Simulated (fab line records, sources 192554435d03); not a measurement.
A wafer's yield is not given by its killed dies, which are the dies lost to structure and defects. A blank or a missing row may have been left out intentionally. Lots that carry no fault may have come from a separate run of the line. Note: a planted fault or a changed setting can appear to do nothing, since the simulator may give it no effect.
Which tool is to blame? + flow n5-finfet + Sampling: 9 lots, 27 wafers, 5 of 1938 route steps

## WHAT EACH GAUGE READ, for each wafer
N5_SD_EPI_N_EPI_MEAS_23.
| lot  | measured    | on            | thk-nm (nm)    |
|------|-------------|---------------|----------------|
| L636 | day 3 04:02 | film-metro-02 | 60.3 59.7 58.1 |
| L639 | day 3 22:37 | film-metro-02 | 58.0 58.4 60.2 |
| L641 | day 4 11:01 | film-metro-02 | 58.6 59.5 56.8 |
| L642 | day 4 16:01 | film-metro-02 | 44.4 44.0 42.9 |
| L648 | day 6 10:35 | film-metro-02 | 45.5 44.2 44.8 |
| L655 | day 7 21:48 | film-metro-01 | 60.6 60.6 60.4 |
| L656 | day 8 05:07 | film-metro-01 | 58.3 59.9 59.1 |
| L657 | day 8 12:14 | film-metro-02 | 60.3 59.7 58.1 |
| L658 | day 8 16:46 | film-metro-01 | 58.7 59.4 59.9 |

## TOOL THAT RAN EACH LOT (tool first, then ch and the chambers of the sampled wafers, then the start)
| lot  | N5_SPACER0_ALD_08                | N5_SD_EPI_N_DESCUM_14             | N5_SD_EPI_N_ETCH_35               | N5_SD_EPI_N_EPI_21             |
|------|----------------------------------|-----------------------------------|-----------------------------------|--------------------------------|
| L636 | ald-sin-04 ch 0,1,3, day 3 00:00 | rie-diel-04 ch 1,2, day 3 00:38   | rie-diel-04 ch 1,2, day 3 00:44   | epi-rpcvd-03 ch 0, day 3 02:19 |
| L639 | ald-sin-04 ch 0,2,3, day 3 18:34 | rie-diel-01 ch 0,2,3, day 3 19:13 | rie-diel-01 ch 0,2,3, day 3 19:18 | epi-rpcvd-02 ch 0, day 3 21:10 |
| L641 | ald-sin-04 ch 0,3, day 4 06:59   | rie-diel-04 ch 0,2,3, day 4 07:38 | rie-diel-04 ch 0,2,3, day 4 07:43 | epi-rpcvd-03 ch 0, day 4 09:18 |
| L642 | ald-sin-04 ch 1,2, day 4 11:45   | rie-diel-01 ch 0,1, day 4 12:23   | rie-diel-01 ch 0,1, day 4 12:29   | epi-rpcvd-03 ch 0, day 4 15:08 |
| L648 | ald-sin-01 ch 0,1,3, day 6 06:33 | rie-diel-01 ch 0,1,2, day 6 07:11 | rie-diel-01 ch 0,1,2, day 6 07:17 | epi-rpcvd-03 ch 0, day 6 08:52 |
| L655 | ald-sin-01 ch 0,2,3, day 7 17:38 | rie-diel-05 ch 0,2,3, day 7 18:17 | rie-diel-05 ch 0,2,3, day 7 18:23 | epi-rpcvd-02 ch 0, day 7 20:04 |
| L656 | ald-sin-03 ch 0,1,3, day 8 01:04 | rie-diel-01 ch 0,1, day 8 01:43   | rie-diel-01 ch 0,1, day 8 01:49   | epi-rpcvd-02 ch 0, day 8 03:57 |
| L657 | ald-sin-03 ch 0,1,2, day 8 08:08 | rie-diel-04 ch 0,1, day 8 08:50   | rie-diel-04 ch 0,1, day 8 08:55   | epi-rpcvd-02 ch 0, day 8 10:47 |
| L658 | ald-sin-03 ch 0,1, day 8 11:50   | rie-diel-04 ch 1,2,3, day 8 12:37 | rie-diel-04 ch 1,2,3, day 8 12:42 | epi-rpcvd-04 ch 0, day 8 14:51 |
- N5_SPACER0_ALD_08: deposits SiNx, target thk 2 nm.
- N5_SD_EPI_N_DESCUM_14: chemistry O2, time 7.9 s.
- N5_SD_EPI_N_ETCH_35: etches SOC in N2/H2, overetch 108 nm, time 486 s.
- N5_SD_EPI_N_EPI_21: deposits Si:P, time 690 s.

## THE ANSWER, worked out from the rows above alone
Rule: usual is defined by the lots themselves. The widest of any qualifying gaps counts: lots, ordered by their means at a reading, are off when they make up no more than a third of the lots, leave a main group of 4 or more, and stand apart from it by 3 or more times the standard deviation of that group's means. The tables above print the reading to a certain number of digits; a main group whose means all agree to those digits is not used. A lot without any number at a reading at which 4 lots or more have one is off too. Any other lot the step has rows for is counted as sound.
Off, at N5_SD_EPI_N_EPI_MEAS_23 on thk-nm: L642, L648. The main group: mean 59.3 nm, standard deviation 0.63.
If a tool, at a process step before that reading, ran all the lots that are off and no sound lot after the first of them, it fits. Gauges at N5_SD_EPI_N_EPI_MEAS_23: tried the same way as those tools. One fits: epi-rpcvd-03 at N5_SD_EPI_N_EPI_21. A fault onset in the window from L641 (day 4 09:18, its last sound lot) to L642 (day 4 15:08, its first lot off) fits.

## WHAT WAS PUT IN BY THE SIMULATOR
Site profile drift: epi-rpcvd-03, from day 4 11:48 on, at N5_SD_EPI_N_EPI_21. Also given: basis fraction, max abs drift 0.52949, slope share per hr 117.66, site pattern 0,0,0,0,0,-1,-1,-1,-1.
Struck lots among those shown: L642, L648. The rule given above showed the same thing.
